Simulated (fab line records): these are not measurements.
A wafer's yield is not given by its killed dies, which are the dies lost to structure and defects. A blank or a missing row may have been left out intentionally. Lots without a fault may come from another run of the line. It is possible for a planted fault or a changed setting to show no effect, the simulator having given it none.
Which tool is to blame?	flow n5Finfet	Sampling: 23 lots, 69 wafers, 5 of 1938 route steps

WHAT THE GAUGES READ, wafer by wafer
N5_MOL_CONTACT_COAG_INSPECT_57: inspects for defects (brightfield). Usual: rawDefectCount reads 191 (standard deviation 53).
lot	measured	on	rawDefectCount	flag
L074	day 5 04:26	defectInspect-02	275 229 284	
L076	day 5 17:58	defectInspect-01	93 164 180	
L077	day 6 02:49	defectInspect-01	170 169 165	
L078	day 6 04:31	defectInspect-02	203 124 197	
L079	day 6 15:06	defectInspect-01	155 187 173	
L080	day 6 21:53	defectInspect-02	126 179 147	
L081	day 6 22:50	defectInspect-02	179 248 193	
L082	day 7 03:58	defectInspect-01	127 194 132	
L083	day 7 08:39	defectInspect-02	282 156 222	
L084	day 7 17:22	defectInspect-01	294 256 236	
L085	day 7 23:22	defectInspect-01	304 241 217	
L086	day 8 10:45	defectInspect-01	137 151 123	
L087	day 8 13:49	defectInspect-01	180 170 75	
L088	day 8 18:57	defectInspect-01	266 261 215	
L089	day 8 19:41	defectInspect-01	164 265 175	
L090	day 9 01:55	defectInspect-01	211 219 158	
L091	day 9 08:50	defectInspect-02	215 139 161	
L092	day 9 12:34	defectInspect-01	197 234 311	
L093	day 9 18:31	defectInspect-01	224 162 175	
L094	day 10 02:18	defectInspect-02	121 195 133	
L095	day 10 08:26	defectInspect-02	144 123 160	
L096	day 10 18:02	defectInspect-01	225 177 232	
L097	day 10 20:33	defectInspect-01	272 216 143	

N5_MOL_CONTACT_COAG_INSPECT_42: inspects for defects (brightfield). Usual: rawDefectCount reads 201 (standard deviation 57).
lot	measured	on	rawDefectCount	flag
L074	day 5 06:30	defectInspect-02	265 230 290	
L076	day 5 19:21	defectInspect-01	101 167 166	
L077	day 6 04:35	defectInspect-02	238 214 211	
L078	day 6 05:56	defectInspect-02	216 120 192	
L079	day 6 16:26	defectInspect-02	202 217 216	
L080	day 6 23:24	defectInspect-01	98 147 127	
L081	day 7 00:20	defectInspect-02	188 240 194	
L082	day 7 06:01	defectInspect-02	167 206 155	
L083	day 7 10:08	defectInspect-01	237 124 192	
L084	day 7 18:50	defectInspect-02	365 311 304	
L085	day 8 00:49	defectInspect-01	306 243 215	
L086	day 8 12:02	defectInspect-02	169 187 162	
L087	day 8 15:11	defectInspect-01	178 164 65	
L088	day 8 20:26	defectInspect-01	256 246 192	
L089	day 8 21:10	defectInspect-01	166 277 173	
L090	day 9 03:13	defectInspect-01	213 206 139	
L091	day 9 10:06	defectInspect-02	210 144 169	
L092	day 9 13:55	defectInspect-01	202 238 327	
L093	day 9 19:53	defectInspect-01	214 173 177	
L094	day 10 03:34	defectInspect-02	117 174 148	
L095	day 10 09:55	defectInspect-02	167 127 162	
L096	day 10 19:31	defectInspect-02	261 195 298	
L097	day 10 21:48	defectInspect-01	279 237 145	

WHICH TOOL RAN EACH LOT (tool, then ch and the chambers of the sampled wafers, then the start)
lot	N5_MOL_CONTACT_COAG_ETCH_106	N5_MOL_CONTACT_COAG_ETCH_110	N5_MOL_CONTACT_COAG_SPUTTER_143
L074	rieDiel-05 ch 0,3, day 4 17:52	rieDiel-05 ch 0,3, day 4 18:03	pvdSputter-02, day 4 20:58
L076	rieDiel-01 ch 0, day 5 05:01	rieDiel-01 ch 0, day 5 05:37	pvdSputter-01, day 5 08:20
L077	rieDiel-02 ch 0,1, day 5 18:10	rieDiel-02 ch 0,1, day 5 18:22	pvdSputter-01, day 5 21:04
L078	rieDiel-05 ch 2,3, day 5 20:05	rieDiel-05 ch 2,3, day 5 20:17	pvdSputter-02, day 5 21:48
L079	rieDiel-01 ch 0,1,2, day 6 04:46	rieDiel-01 ch 0,1,2, day 6 04:58	pvdSputter-03, day 6 07:44
L080	rieDiel-05 ch 2,3, day 6 12:08	rieDiel-05 ch 2,3, day 6 12:20	pvdSputter-02, day 6 14:07
L081	rieDiel-05 ch 0,2,3, day 6 13:02	rieDiel-05 ch 0,2,3, day 6 13:14	pvdSputter-02, day 6 14:43
L082	rieDiel-02 ch 0,2,3, day 6 18:43	rieDiel-02 ch 0,2,3, day 6 18:55	pvdSputter-02, day 6 21:11
L083	rieDiel-01 ch 0,1,3, day 6 22:19	rieDiel-01 ch 0,1,3, day 6 22:31	pvdSputter-03, day 7 01:24
L084	rieDiel-01 ch 1,3, day 7 07:32	rieDiel-01 ch 1,3, day 7 07:43	pvdSputter-01, day 7 09:37
L085	rieDiel-05 ch 1,2,3, day 7 13:40	rieDiel-05 ch 1,2,3, day 7 13:52	pvdSputter-02, day 7 16:07
L086	rieDiel-02 ch 1,3, day 7 23:05	rieDiel-02 ch 1,3, day 7 23:17	pvdSputter-01, day 8 01:48
L087	rieDiel-01 ch 0,3, day 8 04:33	rieDiel-01 ch 0,3, day 8 04:45	pvdSputter-02, day 8 06:40
L088	rieDiel-01 ch 0,2,3, day 8 06:07	rieDiel-01 ch 0,2,3, day 8 06:18	pvdSputter-03, day 8 09:22
L089	rieDiel-02 ch 0,2, day 8 09:03	rieDiel-02 ch 0,2, day 8 09:15	pvdSputter-01, day 8 12:52
L090	rieDiel-01 ch 0,1, day 8 15:11	rieDiel-01 ch 0,1, day 8 15:23	pvdSputter-02, day 8 19:28
L091	rieDiel-05 ch 1,2,3, day 8 20:54	rieDiel-05 ch 1,2,3, day 8 21:05	pvdSputter-01, day 9 00:52
L092	rieDiel-02 ch 0,1,3, day 9 03:41	rieDiel-02 ch 0,1,3, day 9 03:53	pvdSputter-01, day 9 05:37
L093	rieDiel-05 ch 0,1,2, day 9 10:26	rieDiel-05 ch 0,1,2, day 9 10:38	pvdSputter-03, day 9 12:41
L094	rieDiel-05 ch 0,1,2, day 9 14:55	rieDiel-05 ch 0,1,2, day 9 15:07	pvdSputter-03, day 9 17:32
L095	rieDiel-01 ch 0,1,2, day 9 22:55	rieDiel-01 ch 0,1,2, day 9 23:07	pvdSputter-03, day 10 00:43
L096	rieDiel-01 ch 2,3, day 10 09:22	rieDiel-01 ch 2,3, day 10 09:34	pvdSputter-01, day 10 11:05
L097	rieDiel-05 ch 1,2, day 10 11:10	rieDiel-05 ch 1,2, day 10 11:22	pvdSputter-02, day 10 14:08
- N5_MOL_CONTACT_COAG_ETCH_106: etches SOC in N2/H2, target depth 80 nm, overetch 16 nm, time 120 s.
- N5_MOL_CONTACT_COAG_ETCH_110: etches Si in CF4/O2, target depth 2.5 nm, time 8 s.
- N5_MOL_CONTACT_COAG_SPUTTER_143: material Co, target thk 2.5 nm.

WHAT THE TOOLS THEMSELVES READ (means of the sampled wafers that have a number; where no wafer has one, the mark that the record gives instead)
N5_MOL_CONTACT_COAG_ETCH_106. Usual: biasW 150.0 W, standard deviation 0.38; drypumpMotorCurrentA 5.7 A, standard deviation 0.44; oesProductAu 0.71 a.u., standard deviation 0.053; rfVppV 524.3 V, standard deviation 1.7; showerheadPlenumPTorr 2.56 Torr, standard deviation 0.053; throttleValvePct 17.89 %, standard deviation 0.18.
lot	tool	biasW (W)	drypumpMotorCurrentA (A)	oesProductAu (a.u.)	rfVppV (V)	showerheadPlenumPTorr (Torr)	throttleValvePct (%)	flag
L074	rieDiel-05	149.7	6.0	0.74	524.6	2.58	17.98	
L076	rieDiel-01	150.0	5.1	0.71	524.6	2.57	17.76	
L077	rieDiel-02	149.7	6.2	0.70	524.1	2.54	17.91	
L078	rieDiel-05	149.9	5.7	0.76	525.3	2.58	17.70	
L079	rieDiel-01	150.0	5.2	0.68	524.5	2.54	17.98	
L080	rieDiel-05	150.2	6.0	0.75	525.7	2.57	17.77	
L081	rieDiel-05	149.9	5.9	0.75	525.0	2.58	17.86	
L082	rieDiel-02	150.0	5.9	0.76	526.1	2.62	17.88	
L083	rieDiel-01	150.2	5.5	0.71	525.2	2.59	17.83	
L084	rieDiel-01	150.3	5.8	0.73	526.2	2.60	17.80	
L085	rieDiel-05	149.9	5.8	0.72	524.4	2.55	17.75	
L086	rieDiel-02	150.0	6.0	0.64	523.2	2.52	18.10	
L087	rieDiel-01	149.6	5.8	0.75	525.6	2.58	17.75	
L088	rieDiel-01	150.1	5.5	0.72	523.5	2.53	17.89	
L089	rieDiel-02	150.0	6.2	0.78	527.5	2.67	17.76	
L090	rieDiel-01	150.2	5.2	0.66	524.0	2.57	17.90	
L091	rieDiel-05	149.6	5.8	0.71	523.6	2.55	17.79	
L092	rieDiel-02	149.6	5.9	0.68	523.8	2.54	18.01	
L093	rieDiel-05	149.9	5.6	0.71	524.4	2.55	17.88	
L094	rieDiel-05	150.1	5.6	0.71	523.7	2.55	17.87	
L095	rieDiel-01	149.5	5.2	0.66	523.7	2.53	18.02	
L096	rieDiel-01	149.8	5.5	0.71	521.4	2.49	18.04	
L097	rieDiel-05	149.9	5.4	0.71	523.8	2.55	17.74	

N5_MOL_CONTACT_COAG_ETCH_110. Usual: biasW 11.99 W, standard deviation 0.035; drypumpMotorCurrentA 5.7 A, standard deviation 0.44; oesProductAu 0.80 a.u., standard deviation 0.059; rfVppV 128.4 V, standard deviation 2; showerheadPlenumPTorr 2.24 Torr, standard deviation 0.045; throttleValvePct 10.80 %, standard deviation 0.23.
lot	tool	biasW (W)	drypumpMotorCurrentA (A)	oesProductAu (a.u.)	rfVppV (V)	showerheadPlenumPTorr (Torr)	throttleValvePct (%)	flag
L074	rieDiel-05	11.98	6.0	0.83	129.5	2.26	10.75	
L076	rieDiel-01	12.02	5.1	0.79	130.0	2.24	10.65	
L077	rieDiel-02	11.97	6.2	0.79	126.4	2.23	10.94	
L078	rieDiel-05	12.00	5.6	0.85	129.0	2.26	10.61	
L079	rieDiel-01	11.95	5.2	0.76	127.6	2.22	10.93	
L080	rieDiel-05	11.96	6.0	0.83	129.9	2.25	10.71	
L081	rieDiel-05	12.03	5.8	0.84	129.3	2.26	10.72	
L082	rieDiel-02	11.97	5.9	0.85	127.1	2.28	10.65	
L083	rieDiel-01	12.02	5.5	0.79	127.6	2.26	10.74	
L084	rieDiel-01	11.98	5.8	0.82	128.0	2.28	10.65	
L085	rieDiel-05	12.03	5.8	0.80	129.2	2.24	10.77	
L086	rieDiel-02	12.00	6.0	0.73	125.7	2.21	11.09	
L087	rieDiel-01	11.99	5.8	0.83	129.9	2.26	10.51	
L088	rieDiel-01	11.97	5.5	0.80	128.9	2.21	10.72	
L089	rieDiel-02	11.99	6.2	0.88	127.6	2.33	10.52	
L090	rieDiel-01	11.99	5.2	0.74	129.1	2.25	10.89	
L091	rieDiel-05	12.00	5.8	0.79	128.8	2.24	10.81	
L092	rieDiel-02	11.96	5.9	0.76	126.4	2.23	10.95	
L093	rieDiel-05	11.98	5.6	0.79	129.6	2.24	10.83	
L094	rieDiel-05	12.00	5.6	0.78	130.7	2.24	10.84	
L095	rieDiel-01	11.98	5.2	0.73	128.2	2.21	11.02	
L096	rieDiel-01	12.01	5.5	0.78	127.9	2.17	10.87	
L097	rieDiel-05	11.97	5.4	0.80	129.3	2.24	10.76	

N5_MOL_CONTACT_COAG_SPUTTER_143. Usual: throttleValvePct reads 30.2 % (standard deviation 0.97).
lot	tool	throttleValvePct (%)	flag
L074	pvdSputter-02	30.3	
L076	pvdSputter-01	30.1	
L077	pvdSputter-01	30.2	
L078	pvdSputter-02	30.9	
L079	pvdSputter-03	29.8	
L080	pvdSputter-02	31.0	
L081	pvdSputter-02	30.8	
L082	pvdSputter-02	30.4	
L083	pvdSputter-03	29.5	
L084	pvdSputter-01	31.0	
L085	pvdSputter-02	30.9	
L086	pvdSputter-01	30.0	
L087	pvdSputter-02	30.1	
L088	pvdSputter-03	29.8	
L089	pvdSputter-01	30.1	
L090	pvdSputter-02	31.0	
L091	pvdSputter-01	30.0	
L092	pvdSputter-01	30.3	
L093	pvdSputter-03	29.2	
L094	pvdSputter-03	29.8	
L095	pvdSputter-03	28.7	
L096	pvdSputter-01	31.1	
L097	pvdSputter-02	30.2	

THE ANSWER, worked out from the rows above alone
Rule: a lot counts as off when the mean over its wafers that have a number is more than 3 standard deviations away from the usual mean. A lot without any number at a reading at which 4 lots or more have one is off too. All remaining lots with rows at the step are treated as sound. After the gauges, taken in route order, come the tools' own readings; for these a lot's mean is taken, as printed above. The first step at which some lot is off is used, and at that step the reading that is off furthest; a lot without a number counts as furthest.
Nothing can be told from this: no lot is off at any reading shown.

WHAT HAD BEEN PUT IN BY THE SIMULATOR
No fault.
